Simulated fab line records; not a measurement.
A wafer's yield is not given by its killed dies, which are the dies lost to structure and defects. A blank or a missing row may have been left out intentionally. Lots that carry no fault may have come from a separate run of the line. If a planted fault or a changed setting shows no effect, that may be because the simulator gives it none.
Matching of chambers | flow n5Finfet | N5_BEOL_M1_STRIP_66 on rieDiel-01: 4 sister chambers
The step strips in CF4. 24 wafers are shown with their chamber, then 12 later ones without.

WAFERS, EACH WITH ITS CHAMBER
wafer  | chamber | drypumpMotorCurrentA (A) | showerheadPlenumPTorr (Torr) | throttleValvePct (%)
L080.2 | 2       | 6.0                      | 1.86                         | 13.82
L080.4 | 3       | 5.0                      | 1.72                         | 13.63
L080.5 | 3       | 5.0                      | 1.72                         | 13.63
L082.1 | 3       | 5.0                      | 1.72                         | 13.64
L082.3 | 2       | 5.9                      | 1.86                         | 13.81
L082.6 | 3       | 5.0                      | 1.72                         | 13.64
L084.3 | 1       | 6.5                      | 1.83                         | 13.42
L084.5 | 0       | 6.1                      | 1.73                         | 13.80
L084.6 | 1       | 6.5                      | 1.83                         | 13.40
L087.2 | 3       | 5.0                      | 1.72                         | 13.65
L087.3 | 0       | 6.1                      | 1.73                         | 13.82
L087.4 | 2       | 6.0                      | 1.85                         | 13.83
L088.2 | 2       | 6.0                      | 1.85                         | 13.83
L088.5 | 2       | 6.0                      | 1.85                         | 13.83
L088.6 | 1       | 6.5                      | 1.83                         | 13.43
L089.2 | 2       | 6.0                      | 1.85                         | 13.85
L089.3 | 1       | 6.5                      | 1.82                         | 13.43
L089.6 | 3       | 5.0                      | 1.72                         | 13.65
L090.1 | 2       | 6.0                      | 1.85                         | 13.83
L090.2 | 3       | 5.0                      | 1.72                         | 13.65
L090.3 | 0       | 6.0                      | 1.73                         | 13.82
L091.2 | 1       | 6.5                      | 1.82                         | 13.43
L091.4 | 0       | 6.1                      | 1.73                         | 13.85
L091.5 | 0       | 6.0                      | 1.73                         | 13.83

SIGNATURES, as means of the wafers listed above
reading               | chamber 0 | chamber 1 | chamber 2 | chamber 3 | scatter within a chamber
drypumpMotorCurrentA  | 6.060     | 6.500     | 5.986     | 5.000     | 0.0321
showerheadPlenumPTorr | 1.7300    | 1.8260    | 1.8529    | 1.7200    | 0.00363
throttleValvePct      | 13.8240   | 13.4220   | 13.8286   | 13.6414   | 0.013
Rule: for each reading, subtract the chamber's mean from the wafer's reading, divide by that reading's scatter and square the result; add these up over the readings and take the root, which gives the wafer's distance from the chamber. If the next closest chamber is less than 2 further off than the closest, the wafer can't be placed; otherwise it belongs to the closest. The scatter: take each reading less its chamber's mean, square it, sum over the shown wafers, divide by the number of wafers less the number of chambers, and take the root.

WAFERS WITH NO CHAMBER GIVEN
wafer  | drypumpMotorCurrentA (A) | showerheadPlenumPTorr (Torr) | throttleValvePct (%)
L092.1 | 6.0                      | 1.85                         | 13.84
L092.4 | 6.5                      | 1.82                         | 13.46
L092.6 | 6.0                      | 1.73                         | 13.83
L093.1 | 5.0                      | 1.71                         | 13.69
L093.3 | 6.0                      | 1.85                         | 13.86
L093.5 | 6.0                      | 1.73                         | 13.85
L094.1 | 5.9                      | 1.85                         | 13.87
L094.2 | 4.9                      | 1.71                         | 13.67
L094.5 | 6.5                      | 1.82                         | 13.46
L097.2 | 6.0                      | 1.72                         | 13.86
L097.3 | 6.5                      | 1.82                         | 13.45
L097.6 | 5.0                      | 1.71                         | 13.68

THE CHAMBER EACH PASSED THROUGH
wafer  | from the rows above | in truth
L092.1 | 2                   | 2
L092.4 | 1                   | 1
L092.6 | 0                   | 0
L093.1 | 3                   | 3
L093.3 | 2                   | 2
L093.5 | 0                   | 0
L094.1 | 2                   | 2
L094.2 | 3                   | 3
L094.5 | 1                   | 1
L097.2 | 0                   | 0
L097.3 | 1                   | 1
L097.6 | 3                   | 3
Placed correctly: 12 of 12. From these rows, 0 cannot be placed. Wrongly placed: 0.
